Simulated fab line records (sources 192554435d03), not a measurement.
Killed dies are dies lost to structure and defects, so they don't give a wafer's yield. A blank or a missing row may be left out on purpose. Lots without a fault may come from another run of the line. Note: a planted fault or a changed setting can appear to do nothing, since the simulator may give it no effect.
Split-lot trial :: flow n5_finfet :: on a route of 1938 steps: 7 lots, 21 wafers read

## ABOUT THE SPLIT
At N5_BEOL_M12_EXPOSE_07 (exposes mask V11), the setting dose_mj was moved away from the recipe's 32.5 on 11 of the 21 wafers read, by -7.0% to +5.4%. The other wafers ran this setting at the recipe's value.

## FROM THE SPLIT TO THE READING: what the file shows between them, 11 steps
- N5_BEOL_M12_PEB_08: peb time 90 s
- N5_BEOL_M12_DEVELOP_09: develop time 45 s
- N5_BEOL_M12_HARDBAKE_14: time 120 s
- N5_BEOL_M12_CD_MEAS_10: target cd 140 nm
- N5_BEOL_M12_DESCUM_15: chemistry O2, time 7.9 s
- N5_BEOL_M12_ETCH_59: etches BARC in N2/H2, target depth 89 nm, overetch 26.7 nm, time 67.9 s
- N5_BEOL_M12_VIA_ETCH_16: etches SiOC in C4F8/O2/Ar, target depth 724.8 nm
- N5_BEOL_M12_STRIP_63: strips in N2/H2
- N5_BEOL_M12_STRIP_64: strips in N2/H2
- N5_BEOL_M12_STRIP_71: strips in post etch residue remover, time 60 s
- N5_BEOL_M12_SRD_72: time 30 s, dry time 30 s

## THE READING
At N5_BEOL_M12_CD_MEAS_17: cd_nm in nanometres, against a target cd of 140 nm. Fault-free wafers of this fab line usually give 139.6 nm, standard deviation 1.6 nm.

wafer: L080.4
tool, chamber at the split: krf_scanner-01, 0
dose_mj as run: 32.5
against the recipe: recipe
cd_nm, nm: 140.0
against lot-mates on the recipe: -

wafer: L080.5
tool, chamber at the split: krf_scanner-01, 0
dose_mj as run: 32.5
against the recipe: recipe
cd_nm, nm: 141.1
against lot-mates on the recipe: -

wafer: L080.6
tool, chamber at the split: krf_scanner-01, 0
dose_mj as run: 32.5
against the recipe: recipe
cd_nm, nm: 142.2
against lot-mates on the recipe: -

wafer: L083.1
tool, chamber at the split: krf_scanner-01, 0
dose_mj as run: 32.5
against the recipe: recipe
cd_nm, nm: 137.5
against lot-mates on the recipe: -

wafer: L083.3
tool, chamber at the split: krf_scanner-01, 0
dose_mj as run: 31.65
against the recipe: -2.6%
cd_nm, nm: 135.8
against lot-mates on the recipe: -1.7

wafer: L083.4
tool, chamber at the split: krf_scanner-01, 0
dose_mj as run: 31.65
against the recipe: -2.6%
cd_nm, nm: 136.4
against lot-mates on the recipe: -1.1

wafer: L082.1
tool, chamber at the split: krf_scanner-02, 0
dose_mj as run: 30.27
against the recipe: -6.9%
cd_nm, nm: 134.3
against lot-mates on the recipe: -7.3

wafer: L082.3
tool, chamber at the split: krf_scanner-02, 0
dose_mj as run: 32.5
against the recipe: recipe
cd_nm, nm: 141.6
against lot-mates on the recipe: -

wafer: L082.4
tool, chamber at the split: krf_scanner-02, 0
dose_mj as run: 30.27
against the recipe: -6.9%
cd_nm, nm: 131.5
against lot-mates on the recipe: -10.1

wafer: L085.1
tool, chamber at the split: krf_scanner-01, 0
dose_mj as run: 34.27
against the recipe: +5.4%
cd_nm, nm: 145.1
against lot-mates on the recipe: +5.1

wafer: L085.2
tool, chamber at the split: krf_scanner-01, 0
dose_mj as run: 34.27
against the recipe: +5.4%
cd_nm, nm: 144.8
against lot-mates on the recipe: +4.8

wafer: L085.3
tool, chamber at the split: krf_scanner-01, 0
dose_mj as run: 32.5
against the recipe: recipe
cd_nm, nm: 140.0
against lot-mates on the recipe: -

wafer: L087.3
tool, chamber at the split: krf_scanner-01, 0
dose_mj as run: 34.24
against the recipe: +5.4%
cd_nm, nm: 147.9
against lot-mates on the recipe: +5.7

wafer: L087.4
tool, chamber at the split: krf_scanner-01, 0
dose_mj as run: 32.5
against the recipe: recipe
cd_nm, nm: 142.2
against lot-mates on the recipe: -

wafer: L087.6
tool, chamber at the split: krf_scanner-01, 0
dose_mj as run: 32.5
against the recipe: recipe
cd_nm, nm: 142.3
against lot-mates on the recipe: -

wafer: L092.1
tool, chamber at the split: krf_scanner-02, 0
dose_mj as run: 33.95
against the recipe: +4.5%
cd_nm, nm: 144.4
against lot-mates on the recipe: +6.4

wafer: L092.4
tool, chamber at the split: krf_scanner-02, 0
dose_mj as run: 32.5
against the recipe: recipe
cd_nm, nm: 138.0
against lot-mates on the recipe: -

wafer: L092.5
tool, chamber at the split: krf_scanner-02, 0
dose_mj as run: 33.95
against the recipe: +4.5%
cd_nm, nm: 141.1
against lot-mates on the recipe: +3.1

wafer: L093.1
tool, chamber at the split: krf_scanner-02, 0
dose_mj as run: 32.5
against the recipe: recipe
cd_nm, nm: 139.9
against lot-mates on the recipe: -

wafer: L093.4
tool, chamber at the split: krf_scanner-02, 0
dose_mj as run: 30.22
against the recipe: -7.0%
cd_nm, nm: 131.7
against lot-mates on the recipe: -8.2

wafer: L093.6
tool, chamber at the split: krf_scanner-02, 0
dose_mj as run: 30.22
against the recipe: -7.0%
cd_nm, nm: 132.3
against lot-mates on the recipe: -7.6

THE FIT
A straight line over all 21 wafers: cd_nm changes by +1.05 nm for each +1% of dose_mj; r = +0.93; the points scatter about the line by 1.7 nm.
The same after taking each lot's own level away (the mean of its wafers on the recipe; 21 wafers): +1.09 nm for each +1%; r = +0.97; scatter 1.1 nm.
According to that fit, moving dose_mj by its largest amount changes the reading by 7.6 nm.
The lots' own levels span 137.50 to 142.25 nm, that is 3.0 times the standard deviation above.
The two slopes are in agreement: the lot-to-lot level therefore moves the slope only a little.
Check: with one of the wafers moved furthest among these (-7.0%) left out of the fit, the line predicts -7.64 nm for it against its lot-mates. Against them it came out at -8.2 nm.

## THE WHOLE CHAIN: every reading that the file lists as answering this split, in the file's order
step: N5_BEOL_M12_CD_MEAS_10
what it does: target cd 140 nm
reading: cd_nm
change (the file's fit): +1.18 nm for each +1% of the setting
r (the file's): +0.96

step: N5_BEOL_M12_CD_MEAS_17
what it does: target cd 140 nm
reading: cd_nm
change (the file's fit): +1.09 nm for each +1% of the setting
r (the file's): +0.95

## THE FILE'S OWN FIT
cd_nm changes by +1.09 nm for each +1% of dose_mj, r = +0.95.
